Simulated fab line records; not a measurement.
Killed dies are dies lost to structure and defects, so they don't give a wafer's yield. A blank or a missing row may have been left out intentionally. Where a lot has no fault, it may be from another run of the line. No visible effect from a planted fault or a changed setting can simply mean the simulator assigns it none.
fab line records	flow nand-harc
record: lots: 24	wafers: 72	last-day: 34
route steps=1302 shown A_WL_FILL@982 A_CONTACT@997
lots that met no fault: taken from a fault-free run of the same line
start-h: hours from the record's opening day to when the first of the lot's shown wafers began	wait-h: hours elapsed since this lot's preceding step	" the same as in the row above	L1.1+2: a row that stands for several wafers	- value missing, or start not given	* or withheld: withheld	< > ~ a bound
route shown NAME@n: a module of which the file shows steps, and the number in the route of the first	usual: mean/standard deviation of fault-free wafers	same: alike in all rows	chamber/n: place in a boat	sites: each site's reading	_std_site: the values' standard deviation	_edge_site: the outer-site mean with the inner-site mean subtracted	radius-mm: how far each site lies from the wafer's centre	mask NAME#n: copy n	behind: tool/chamber where the wafer was last shaped	hold: what put the lot on hold/how long, in hours/how the hold closed	device: which transistor (n, p or np) failed to switch	end of line: the tests these same wafers got at the end of their route	step lacking rows: just its recipe	killed: at the first sort, the dies lost to defects and structure; wafer yield is something else	map: dies across one wafer; x = killed, . = not, _ = none there
set.NAME: the setting the step ran with; set.NAME@STEP: the setting that earlier step ran with	model.NAME: the simulator's own value behind a step, which no gauge read
the route's steps for a sample of lots (tables are steps, rows are wafers)
services: from which hour (start-h, from the record's first day; less than 0 if before it) a tool's chamber was out of use, for how many hours, and why
== steps ==
step: NHARC_A_WL_FILL_INSPECT_15
usual: raw-defect-count: 470/120
lot.wafer	tool	chamber	start-h	wait-h	raw-defect-count
L074.2	defect-inspect-02	-	470.79	0.0	575
L074.5	"	-	"	"	297
L074.6	"	-	"	"	280
L075.2	defect-inspect-01	-	494.00	0.0	401
L075.5	"	-	"	"	323
L075.6	"	-	"	"	492
L076.1	defect-inspect-01	-	512.03	0.0	620
L076.2	"	-	"	"	556
L076.6	"	-	"	"	496
L077.1	defect-inspect-01	-	518.10	0.0	535
L077.3	"	-	"	"	400
L077.5	"	-	"	"	465
L078.2	defect-inspect-02	-	518.10	0.0	253
L078.3	"	-	"	"	280
L078.4	"	-	"	"	336
L079.2	defect-inspect-01	-	545.23	0.0	437
L079.3	"	-	"	"	388
L079.4	"	-	"	"	470
L080.3	defect-inspect-02	-	545.24	0.0	499
L080.5	"	-	"	"	571
L080.6	"	-	"	"	449
L081.4	defect-inspect-02	-	550.45	0.0	421
L081.5	"	-	"	"	544
L081.6	"	-	"	"	480
L082.1	defect-inspect-02	-	562.42	0.0	336
L082.2	"	-	"	"	299
L082.4	"	-	"	"	311
L083.2	defect-inspect-02	-	574.08	0.0	379
L083.3	"	-	"	"	388
L083.6	"	-	"	"	380
L085.1	defect-inspect-01	-	588.88	0.0	654
L085.3	"	-	"	"	712
L085.6	"	-	"	"	600
L084.2	defect-inspect-02	-	591.58	0.0	370
L084.4	"	-	"	"	473
L084.5	"	-	"	"	407
L086.2	defect-inspect-02	-	594.74	0.0	600
L086.4	"	-	"	"	453
L086.5	"	-	"	"	588
L087.1	defect-inspect-02	-	611.15	0.0	424
L087.3	"	-	"	"	722
L087.4	"	-	"	"	412
L088.1	defect-inspect-02	-	611.17	0.0	847
L088.5	"	-	"	"	995
L088.6	"	-	"	"	536
L090.1	defect-inspect-02	-	631.74	0.0	607
L090.4	"	-	"	"	428
L090.6	"	-	"	"	406
L089.1	defect-inspect-02	-	634.91	0.0	368
L089.4	"	-	"	"	335
L089.5	"	-	"	"	438
L092.2	defect-inspect-02	-	660.29	0.0	514
L092.4	"	-	"	"	480
L092.5	"	-	"	"	473
L091.2	defect-inspect-02	-	669.82	0.0	378
L091.3	"	-	"	"	361
L091.6	"	-	"	"	360
L094.1	defect-inspect-02	-	683.92	0.0	498
L094.4	"	-	"	"	493
L094.6	"	-	"	"	473
L093.4	defect-inspect-01	-	683.97	0.0	559
L093.5	"	-	"	"	437
L093.6	"	-	"	"	494
L095.1	defect-inspect-02	-	701.15	0.0	347
L095.3	"	-	"	"	538
L095.6	"	-	"	"	451
L096.1	defect-inspect-01	-	714.68	0.0	660
L096.4	"	-	"	"	625
L096.6	"	-	"	"	568
L097.2	defect-inspect-02	-	735.69	0.0	399
L097.3	"	-	"	"	404
L097.5	"	-	"	"	411
step: NHARC_A_CONTACT_CD_MEAS_42
recipe: target-cd-nm: 300	landing-energy-ev: 500
usual: cd-nm: 299.9/0.63
lot.wafer	tool	chamber	start-h	wait-h	cd-nm
L074.2	cd-sem-03	0	476.52	-	299.0
L074.5	"	0	"	"	298.9
L074.6	"	0	"	"	299.1
L075.2	cd-sem-01	0	499.84	-	299.6
L075.5	"	0	"	"	300.0
L075.6	"	0	"	"	300.1
L076.1	cd-sem-02	0	517.57	-	300.9
L076.2	"	0	"	"	300.1
L076.6	"	0	"	"	299.8
L077.1	cd-sem-03	0	523.59	-	299.3
L077.3	"	0	"	"	299.9
L077.5	"	0	"	"	300.1
L078.2	cd-sem-03	0	524.32	-	299.7
L078.3	"	0	"	"	300.6
L078.4	"	0	"	"	300.7
L080.3	cd-sem-01	0	550.75	-	300.1
L080.5	"	0	"	"	300.2
L080.6	"	0	"	"	300.5
L079.2	cd-sem-02	0	550.92	-	300.3
L079.3	"	0	"	"	300.8
L079.4	"	0	"	"	301.4
L081.4	cd-sem-02	0	555.95	-	300.9
L081.5	"	0	"	"	299.8
L081.6	"	0	"	"	299.5
L082.1	cd-sem-03	0	573.02	-	298.6
L082.2	"	0	"	"	298.9
L082.4	"	0	"	"	299.6
L083.2	cd-sem-02	0	579.60	-	299.6
L083.3	"	0	"	"	299.2
L083.6	"	0	"	"	300.0
L085.1	cd-sem-01	0	594.61	-	300.8
L085.3	"	0	"	"	301.2
L085.6	"	0	"	"	301.2
L084.2	cd-sem-01	0	597.28	-	300.6
L084.4	"	0	"	"	300.1
L084.5	"	0	"	"	299.5
L086.2	cd-sem-03	0	603.39	-	300.4
L086.4	"	0	"	"	299.6
L086.5	"	0	"	"	300.7
L087.1	cd-sem-01	0	617.93	-	299.7
L087.3	"	0	"	"	299.7
L087.4	"	0	"	"	300.1
L088.1	cd-sem-01	0	619.57	-	299.5
L088.5	"	0	"	"	299.4
L088.6	"	0	"	"	299.2
L090.1	cd-sem-01	0	637.40	-	300.1
L090.4	"	0	"	"	300.4
L090.6	"	0	"	"	299.6
L089.1	cd-sem-03	0	640.46	-	299.9
L089.4	"	0	"	"	300.3
L089.5	"	0	"	"	300.1
L092.2	cd-sem-02	0	666.01	-	299.4
L092.4	"	0	"	"	299.4
L092.5	"	0	"	"	299.6
L091.2	cd-sem-03	0	675.45	-	299.5
L091.3	"	0	"	"	299.6
L091.6	"	0	"	"	299.2
L094.1	cd-sem-03	0	689.52	-	300.0
L094.4	"	0	"	"	301.9
L094.6	"	0	"	"	301.7
L093.4	cd-sem-03	0	689.86	-	299.6
L093.5	"	0	"	"	301.1
L093.6	"	0	"	"	300.4
L095.1	cd-sem-01	0	707.03	-	299.2
L095.3	"	0	"	"	298.5
L095.6	"	0	"	"	299.2
L096.1	cd-sem-02	0	720.39	-	300.3
L096.4	"	0	"	"	299.4
L096.6	"	0	"	"	300.3
L097.2	cd-sem-01	0	741.38	-	300.2
L097.3	"	0	"	"	300.1
L097.5	"	0	"	"	299.8
step: NHARC_A_CONTACT_ETCH_111
recipe: source-w: withheld	pressure-mtorr: 20	bias-v: withheld	time-s: 140	target-depth-a: 7000	ar-flow-sccm: withheld	c4f8-flow-sccm: withheld	o2-flow-sccm: withheld	chemistry: C4F8/O2/Ar
lot.wafer	tool	chamber	start-h	wait-h	rf-hours-counter-h
L074.2	har-cap-etch-01	1	479.45	-	127
L074.5	"	0	"	"	-
L074.6	"	1	"	"	-
L075.2	har-cap-etch-02	0	501.86	-	83
L075.5	"	1	"	"	-
L075.6	"	0	"	"	-
L076.2	har-cap-etch-01	1	519.60	-	0
L076.1	"	0	"	"	0
L076.6	"	1	"	"	-
L077.1	har-cap-etch-03	1	525.59	-	46
L077.3	"	0	"	"	-
L077.5	"	0	"	"	-
L078.2	har-cap-etch-02	0	526.34	-	88
L078.3	"	0	"	"	-
L078.4	"	1	"	"	-
L080.3	har-cap-etch-01	1	552.94	-	-
L080.6	"	1	"	"	-
L080.5	"	0	"	"	-
L079.2	har-cap-etch-03	0	553.67	-	51
L079.4	"	1	"	"	-
L079.3	"	0	"	"	-
L081.4	har-cap-etch-02	0	558.03	-	-
L081.5	"	0	"	"	-
L081.6	"	1	"	"	-
L082.1	har-cap-etch-01	1	575.24	-	9
L082.2	"	0	"	"	9
L082.4	"	1	"	"	-
L083.2	har-cap-etch-01	0	581.72	-	12
L083.3	"	0	"	"	-
L083.6	"	0	"	"	-
L085.1	har-cap-etch-02	0	596.60	-	100
L085.3	"	1	"	"	-
L085.6	"	1	"	"	-
L084.2	har-cap-etch-03	0	599.34	-	60
L084.4	"	1	"	"	-
L084.5	"	0	"	"	-
L086.2	har-cap-etch-02	1	605.76	-	103
L086.4	"	0	"	"	-
L086.5	"	0	"	"	-
L087.1	har-cap-etch-01	0	619.97	-	19
L087.3	"	1	"	"	-
L087.4	"	0	"	"	-
L088.1	har-cap-etch-03	0	621.61	-	65
L088.5	"	1	"	"	-
L088.6	"	0	"	"	-
L090.1	har-cap-etch-02	1	639.43	-	109
L090.4	"	1	"	"	-
L090.6	"	0	"	"	-
L089.1	har-cap-etch-03	1	642.50	-	69
L089.4	"	1	"	"	-
L089.5	"	1	"	"	-
L092.2	har-cap-etch-01	1	668.01	-	26
L092.4	"	1	"	"	-
L092.5	"	1	"	"	-
L091.2	har-cap-etch-02	0	677.46	-	116
L091.3	"	1	"	"	-
L091.6	"	0	"	"	-
L094.1	har-cap-etch-03	1	691.54	-	75
L094.4	"	0	"	"	-
L094.6	"	1	"	"	-
L093.4	har-cap-etch-01	1	692.39	-	-
L093.6	"	0	"	"	-
L093.5	"	1	"	"	-
L095.1	har-cap-etch-02	1	709.06	-	122
L095.3	"	1	"	"	-
L095.6	"	0	"	"	-
L096.1	har-cap-etch-02	1	722.40	-	124
L096.4	"	1	"	"	-
L096.6	"	1	"	"	-
L097.2	har-cap-etch-01	1	743.42	-	36
L097.3	"	1	"	"	-
L097.5	"	0	"	"	-
step: NHARC_A_CONTACT_ETCH_113
recipe: source-w: withheld	pressure-mtorr: 20	bias-v: 3000	time-s: 190	target-depth-a: 18500	ar-flow-sccm: withheld	c4f8-flow-sccm: withheld	o2-flow-sccm: withheld	chemistry: C4F8/O2/Ar
lot.wafer	tool	chamber	start-h	wait-h	rf-hours-counter-h
L074.2	har-cap-etch-01	1	479.82	0.1	127
L074.5	"	0	"	"	-
L074.6	"	1	"	"	-
L075.2	har-cap-etch-02	0	502.22	0.1	83
L075.5	"	1	"	"	-
L075.6	"	0	"	"	-
L076.2	har-cap-etch-01	1	519.97	0.1	0
L076.1	"	0	"	"	0
L076.6	"	1	"	"	-
L077.1	har-cap-etch-03	1	525.96	0.1	46
L077.3	"	0	"	"	-
L077.5	"	0	"	"	-
L078.2	har-cap-etch-02	0	526.72	0.1	88
L078.3	"	0	"	"	-
L078.4	"	1	"	"	-
L080.3	har-cap-etch-01	1	553.29	0.1	-
L080.6	"	1	"	"	-
L080.5	"	0	"	"	-
L079.2	har-cap-etch-03	0	554.04	0.1	52
L079.4	"	1	"	"	-
L079.3	"	0	"	"	-
L081.4	har-cap-etch-02	0	558.39	0.1	-
L081.5	"	0	"	"	-
L081.6	"	1	"	"	-
L082.1	har-cap-etch-01	1	575.61	0.1	10
L082.2	"	0	"	"	10
L082.4	"	1	"	"	-
L083.2	har-cap-etch-01	0	582.08	0.1	12
L083.3	"	0	"	"	-
L083.6	"	0	"	"	-
L085.1	har-cap-etch-02	0	596.98	0.1	101
L085.3	"	1	"	"	-
L085.6	"	1	"	"	-
L084.2	har-cap-etch-03	0	599.70	0.1	60
L084.4	"	1	"	"	-
L084.5	"	0	"	"	-
L086.2	har-cap-etch-02	1	606.12	0.1	103
L086.4	"	0	"	"	-
L086.5	"	0	"	"	-
L087.1	har-cap-etch-01	0	620.34	0.1	19
L087.3	"	1	"	"	-
L087.4	"	0	"	"	-
L088.1	har-cap-etch-03	0	621.97	0.1	66
L088.5	"	1	"	"	-
L088.6	"	0	"	"	-
L090.1	har-cap-etch-02	1	639.80	0.1	110
L090.4	"	1	"	"	-
L090.6	"	0	"	"	-
L089.1	har-cap-etch-03	1	642.86	0.1	70
L089.4	"	1	"	"	-
L089.5	"	1	"	"	-
L092.2	har-cap-etch-01	1	668.38	0.1	26
L092.4	"	1	"	"	-
L092.5	"	1	"	"	-
L091.2	har-cap-etch-02	0	677.83	0.1	116
L091.3	"	1	"	"	-
L091.6	"	0	"	"	-
L094.1	har-cap-etch-03	1	691.91	0.1	75
L094.4	"	0	"	"	-
L094.6	"	1	"	"	-
L093.4	har-cap-etch-01	1	692.74	0.1	-
L093.6	"	0	"	"	-
L093.5	"	1	"	"	-
L095.1	har-cap-etch-02	1	709.43	0.1	122
L095.3	"	1	"	"	-
L095.6	"	0	"	"	-
L096.1	har-cap-etch-02	1	722.77	0.1	124
L096.4	"	1	"	"	-
L096.6	"	1	"	"	-
L097.2	har-cap-etch-01	1	743.79	0.1	36
L097.3	"	1	"	"	-
L097.5	"	0	"	"	-
step: NHARC_A_CONTACT_ETCH_114
recipe: source-w: withheld	pressure-mtorr: 20	bias-v: 3000	time-s: 190	target-depth-a: 18500	ar-flow-sccm: withheld	c4f8-flow-sccm: withheld	o2-flow-sccm: withheld	chemistry: C4F8/O2/Ar
lot.wafer	tool	chamber	start-h	wait-h	rf-hours-counter-h
L074.2	har-cap-etch-01	1	479.99	0.1	128
L074.5	"	0	"	"	-
L074.6	"	1	"	"	-
L075.2	har-cap-etch-02	0	502.39	0.1	83
L075.5	"	1	"	"	-
L075.6	"	0	"	"	-
L076.2	har-cap-etch-01	1	520.14	0.1	0
L076.1	"	0	"	"	0
L076.6	"	1	"	"	-
L077.1	har-cap-etch-03	1	526.13	0.1	46
L077.3	"	0	"	"	-
L077.5	"	0	"	"	-
L078.2	har-cap-etch-02	0	526.89	0.1	88
L078.3	"	0	"	"	-
L078.4	"	1	"	"	-
L080.3	har-cap-etch-01	1	553.46	0.1	-
L080.6	"	1	"	"	-
L080.5	"	0	"	"	-
L079.2	har-cap-etch-03	0	554.21	0.1	52
L079.4	"	1	"	"	-
L079.3	"	0	"	"	-
L081.4	har-cap-etch-02	0	558.56	0.1	-
L081.5	"	0	"	"	-
L081.6	"	1	"	"	-
L082.1	har-cap-etch-01	1	575.78	0.1	10
L082.2	"	0	"	"	10
L082.4	"	1	"	"	-
L083.2	har-cap-etch-01	0	582.25	0.1	12
L083.3	"	0	"	"	-
L083.6	"	0	"	"	-
L085.1	har-cap-etch-02	0	597.15	0.1	101
L085.3	"	1	"	"	-
L085.6	"	1	"	"	-
L084.2	har-cap-etch-03	0	599.87	0.1	60
L084.4	"	1	"	"	-
L084.5	"	0	"	"	-
L086.2	har-cap-etch-02	1	606.30	0.1	103
L086.4	"	0	"	"	-
L086.5	"	0	"	"	-
L087.1	har-cap-etch-01	0	620.50	0.1	19
L087.3	"	1	"	"	-
L087.4	"	0	"	"	-
L088.1	har-cap-etch-03	0	622.14	0.1	66
L088.5	"	1	"	"	-
L088.6	"	0	"	"	-
L090.1	har-cap-etch-02	1	639.97	0.1	110
L090.4	"	1	"	"	-
L090.6	"	0	"	"	-
L089.1	har-cap-etch-03	1	643.03	0.1	70
L089.4	"	1	"	"	-
L089.5	"	1	"	"	-
L092.2	har-cap-etch-01	1	668.55	0.1	26
L092.4	"	1	"	"	-
L092.5	"	1	"	"	-
L091.2	har-cap-etch-02	0	678.00	0.1	117
L091.3	"	1	"	"	-
L091.6	"	0	"	"	-
L094.1	har-cap-etch-03	1	692.08	0.1	75
L094.4	"	0	"	"	-
L094.6	"	1	"	"	-
L093.4	har-cap-etch-01	1	692.92	0.1	-
L093.6	"	0	"	"	-
L093.5	"	1	"	"	-
L095.1	har-cap-etch-02	1	709.60	0.1	122
L095.3	"	1	"	"	-
L095.6	"	0	"	"	-
L096.1	har-cap-etch-02	1	722.94	0.1	124
L096.4	"	1	"	"	-
L096.6	"	1	"	"	-
L097.2	har-cap-etch-01	1	743.96	0.1	36
L097.3	"	1	"	"	-
L097.5	"	0	"	"	-
step: NHARC_A_CONTACT_ETCH_126
recipe: source-w: withheld	pressure-mtorr: 20	bias-v: 3000	time-s: 197	target-depth-a: 19180	ar-flow-sccm: withheld	c4f8-flow-sccm: withheld	o2-flow-sccm: withheld	chemistry: C4F8/O2/Ar
lot.wafer	tool	chamber	start-h	wait-h	rf-hours-counter-h
L074.2	har-cap-etch-03	1	493.98	0.1	40
L074.6	"	0	"	"	-
L074.5	"	1	"	"	-
L075.2	har-cap-etch-03	0	512.51	0.1	45
L075.6	"	0	"	"	-
L075.5	"	1	"	"	-
L076.1	har-cap-etch-01	0	530.27	0.1	3
L076.2	"	1	"	"	3
L076.6	"	0	"	"	-
L077.1	har-cap-etch-03	1	537.11	0.1	49
L077.3	"	0	"	"	-
L077.5	"	0	"	"	-
L078.2	har-cap-etch-02	0	538.64	0.1	90
L078.3	"	1	"	"	-
L078.4	"	0	"	"	-
L080.3	har-cap-etch-01	0	570.99	0.1	-
L080.6	"	0	"	"	-
L080.5	"	1	"	"	-
L081.4	har-cap-etch-03	1	571.47	0.1	-
L081.5	"	0	"	"	-
L081.6	"	1	"	"	-
L079.2	har-cap-etch-02	0	571.64	0.1	96
L079.3	"	1	"	"	-
L079.4	"	0	"	"	-
L082.1	har-cap-etch-02	0	587.61	0.1	99
L082.2	"	1	"	"	99
L082.4	"	1	"	"	-
L083.2	har-cap-etch-03	1	592.02	0.1	58
L083.3	"	1	"	"	-
L083.6	"	0	"	"	-
L085.1	har-cap-etch-03	1	608.02	0.1	63
L085.3	"	0	"	"	-
L085.6	"	0	"	"	-
L084.2	har-cap-etch-01	1	609.64	0.2	17
L084.4	"	0	"	"	-
L084.5	"	0	"	"	-
L086.2	har-cap-etch-02	1	616.22	0.1	105
L086.4	"	0	"	"	-
L086.5	"	1	"	"	-
L087.1	har-cap-etch-01	0	634.37	0.1	21
L087.3	"	1	"	"	-
L087.4	"	0	"	"	-
L088.1	har-cap-etch-03	0	634.87	0.2	68
L088.5	"	0	"	"	-
L088.6	"	1	"	"	-
L090.1	har-cap-etch-01	1	649.75	0.1	24
L090.4	"	1	"	"	-
L090.6	"	1	"	"	-
L089.1	har-cap-etch-02	1	654.74	0.1	113
L089.4	"	1	"	"	-
L089.5	"	1	"	"	-
L092.2	har-cap-etch-03	0	679.55	0.1	73
L092.4	"	0	"	"	-
L092.5	"	1	"	"	-
L091.2	har-cap-etch-02	1	687.93	0.1	119
L091.3	"	1	"	"	-
L091.6	"	1	"	"	-
L094.1	har-cap-etch-03	1	701.85	0.1	77
L094.4	"	1	"	"	-
L094.6	"	1	"	"	-
L093.4	har-cap-etch-01	0	705.20	0.1	-
L093.6	"	0	"	"	-
L093.5	"	1	"	"	-
L095.1	har-cap-etch-03	1	719.26	0.1	80
L095.3	"	0	"	"	-
L095.6	"	0	"	"	-
L096.1	har-cap-etch-03	1	734.65	0.2	82
L096.4	"	1	"	"	-
L096.6	"	1	"	"	-
L097.2	har-cap-etch-03	0	753.81	0.1	86
L097.3	"	0	"	"	-
L097.5	"	1	"	"	-
== services ==
tool	chamber	start-h	hours	kind
har-cap-etch-01	-	497.00	17.0	pm
har-cap-etch-01	0	497.00	17.0	vent-cycle
har-cap-etch-01	1	497.00	17.0	vent-cycle
har-cap-etch-01	0	514.00	-	clean
har-cap-etch-01	1	514.00	-	clean
har-cap-etch-03	-	657.23	0.2	repair
== key ==
fault none
